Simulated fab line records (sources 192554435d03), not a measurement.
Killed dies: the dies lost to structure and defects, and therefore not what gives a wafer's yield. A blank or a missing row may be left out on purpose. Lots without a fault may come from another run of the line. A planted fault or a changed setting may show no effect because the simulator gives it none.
fab line records -- flow n5Finfet
record: lots: 7, wafers: 39
route steps=1938 shown WELL_APT@47 DUMMY_GATE@237 HKMG_FIN@385 MOL_CONTACT_COAG@624 BEOL_M4@1111
startH: start of the lot's first displayed wafer, in hours after the record's first day -- waitH: hours from the lot's prior step to this one -- " the same as in the row above -- L1.1+2: one row covering several wafers at once -- - value missing, or start not given -- * or withheld: withheld -- < > ~ a bound
route shown NAME@n: NAME is a module with steps in the file, n the number in the route of the first one -- usual: mean/standard deviation taken from wafers without a fault -- same: alike in all rows -- chamber/n: place in a boat -- sites: each site's reading -- _std_site: standard deviation across them -- _edge_site: inner sites' mean taken away from outer sites' mean -- radiusMm: for every site, how far away it sits from the centre of the wafer -- mask NAME#n: copy n -- behind: the most recent tool/chamber to have shaped the wafer -- hold: why the lot went on hold/how many hours it stayed there/how the hold came to an end -- device: the n, p or np transistor that did not switch -- end of line: the tests these same wafers got at the end of their route -- a step with no rows: only its recipe -- killed: count of dies lost to structure and defects at first sort (not the wafer's yield) -- map: shows each die of a wafer: x if killed, . if not, _ if none is there
set.NAME: the setting that was run; set.NAME@STEP: the one run at that earlier step -- model.NAME: the simulator's own value behind a step, which no gauge read
lots whose settings were changed on purpose; a table a step, a row a wafer
== steps ==
step: N5_WELL_APT_IMPLANT_31
recipe: species: B, energyKev: 60, doseCm2: 1.5e+13, tiltDeg: 0, rotationDeg: 0
step: N5_DUMMY_GATE_ETCH_37
recipe: chemistry: N2/H2, target: SOC, targetDepthA: 600, overetchA: 300, tempC: 40, ionEnergyEv: 200, pressureMtorr: 30, sourceW: 840, biasW: 150, n2FlowSccm: 200, h2FlowSccm: 200
step: N5_DUMMY_GATE_ETCH_44
recipe: chemistry: HBr/O2, overEtchFrac: 0.7, targetDepthA: 1275, stopOn: SiO2, ionEnergyEv: 60, biasW: 20, target: poly-Si, maskMaterial: SiO2, pressureMtorr: 20, icpW: 400, HBr_flow_sccm: 120, O2_flow_sccm: 10
step: N5_HKMG_FIN_IL_REGROW_00
recipe: material: SiO2, targetThkA: 7.5, chemistry: O3, tempC: withheld, timeS: 30
step: N5_HKMG_FIN_ALD_75
recipe: material: Al2O3, targetThkA: 10, tempC: 150, aldPrecursorFamily: TMA, aldCoReactant: H2O, pulseTimeS: withheld, coReactantPulseTimeS: 1
step: N5_MOL_CONTACT_COAG_CVD_140
recipe: material: W, targetThkA: 665, mode: selectiveFill, tempC: 300, timeS: 215
step: N5_BEOL_M4_RC_MEAS_101
usual: RS_PWELL: 3009/22
lot.wafer,tool,chamber,startH,waitH,set.energyKev@WELL_APT_IMPLANT_31,set.sourceW@DUMMY_GATE_ETCH_37,set.targetDepthA@DUMMY_GATE_ETCH_44,set.timeS@HKMG_FIN_IL_REGROW_00,set.targetThkA@HKMG_FIN_ALD_75,set.targetThkA@MOL_CONTACT_COAG_CVD_140,RS_PWELL[ohm/sq]
L075.1,prober-02,0,185.35,0.0,60,840,1275,30,10,573.1,3004
L075.2,prober-02,0,185.35,0.0,60,840,1368,38.66,10,665,3013
L075.3,prober-02,0,185.35,0.0,56.71,781.9,1368,38.66,10,573.1,3095
L075.4,prober-02,0,185.35,0.0,56.71,781.9,1368,30,10,573.1,3084
L075.5,prober-02,0,185.35,0.0,60,781.9,1275,30,10,665,2997
L075.6,prober-02,0,185.35,0.0,56.71,840,1275,38.66,10,665,3088
L076.1,prober-02,0,204.20,0.0,60,840,1275,30,10,665,3015
L076.3,prober-02,0,204.20,0.0,60,840,1275,30,10,665,3025
L076.5,prober-02,0,204.20,0.0,60,840,1275,30,10,665,3034
L080.1,prober-01,0,213.55,0.0,60,840,1275,30,10.75,665,3019
L080.2,prober-01,0,213.55,0.0,62.15,840,1154,36.46,10,665,2960
L080.3,prober-01,0,213.55,0.0,62.15,840,1275,36.46,10.75,665,2952
L080.4,prober-01,0,213.55,0.0,60,840,1154,36.46,10.75,665,3005
L080.5,prober-01,0,213.55,0.0,62.15,840,1275,30,10,665,2966
L080.6,prober-01,0,213.55,0.0,60,840,1154,30,10,665,3009
L083.1,prober-01,0,249.88,0.0,60,703.6,1204,30,8.918,741.2,3002
L083.2,prober-01,0,249.88,0.0,60,703.6,1275,30,8.918,665,3030
L083.3,prober-01,0,249.88,0.0,60,840,1275,30,10,665,3003
L083.4,prober-01,0,249.88,0.0,66.19,840,1275,30,8.918,741.2,2928
L083.5,prober-01,0,249.88,0.0,66.19,840,1204,30,10,741.2,2894
L083.6,prober-01,0,249.88,0.0,66.19,703.6,1204,30,10,665,2935
L095.1,prober-01,0,308.03,0.2,65.33,840,1275,37.03,10,665,2909
L095.2,prober-01,0,308.03,0.2,65.33,840,1275,30,10,574.6,2905
L095.3,prober-01,0,308.03,0.2,65.33,929.1,1275,30,8.848,574.6,2913
L095.4,prober-01,0,308.03,0.2,60,929.1,1275,30,10,665,3026
L095.5,prober-01,0,308.03,0.2,60,840,1275,37.03,8.848,574.6,2983
L095.6,prober-01,0,308.03,0.2,60,929.1,1275,37.03,8.848,665,3003
L094.1,prober-01,0,318.58,0.0,53.69,763.3,1346,30,10,665,3188
L094.2,prober-01,0,318.58,0.0,60,763.3,1275,36.9,10.98,604.4,3041
L094.3,prober-01,0,318.58,0.0,53.69,840,1346,36.9,10,665,3171
L094.4,prober-01,0,318.58,0.0,60,840,1275,30,10.98,665,3046
L094.5,prober-01,0,318.58,0.0,53.69,840,1275,36.9,10,604.4,3182
L094.6,prober-01,0,318.58,0.0,60,763.3,1346,30,10.98,604.4,3049
L097.1,prober-01,0,347.71,0.0,53.94,840,1275,30,9.539,694.7,3153
L097.2,prober-01,0,347.71,0.0,53.94,928.5,1350,26.11,10,665,3168
L097.3,prober-01,0,347.71,0.0,60,840,1350,30,10,665,3020
L097.4,prober-01,0,347.71,0.0,53.94,928.5,1275,30,10,694.7,3144
L097.5,prober-01,0,347.71,0.0,60,928.5,1350,26.11,9.539,665,3034
L097.6,prober-01,0,347.71,0.0,60,840,1275,26.11,9.539,694.7,3036
== key ==
split: step: N5_WELL_APT_IMPLANT_31, setting: energyKev, statedAs: 60
response: step: N5_BEOL_M4_RC_MEAS_101, reading: RS_PWELL, slope: -11.7, per: 1%, togetherWith: all, explained: 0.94
split: step: N5_DUMMY_GATE_ETCH_37, setting: sourceW, statedAs: 840
response none clear
split: step: N5_DUMMY_GATE_ETCH_44, setting: targetDepthA, statedAs: 1275
response none clear
split: step: N5_HKMG_FIN_IL_REGROW_00, setting: timeS, statedAs: 30
response none clear
split: step: N5_HKMG_FIN_ALD_75, setting: targetThkA, statedAs: 10
response none clear
split: step: N5_MOL_CONTACT_COAG_CVD_140, setting: targetThkA, statedAs: 665
response none clear
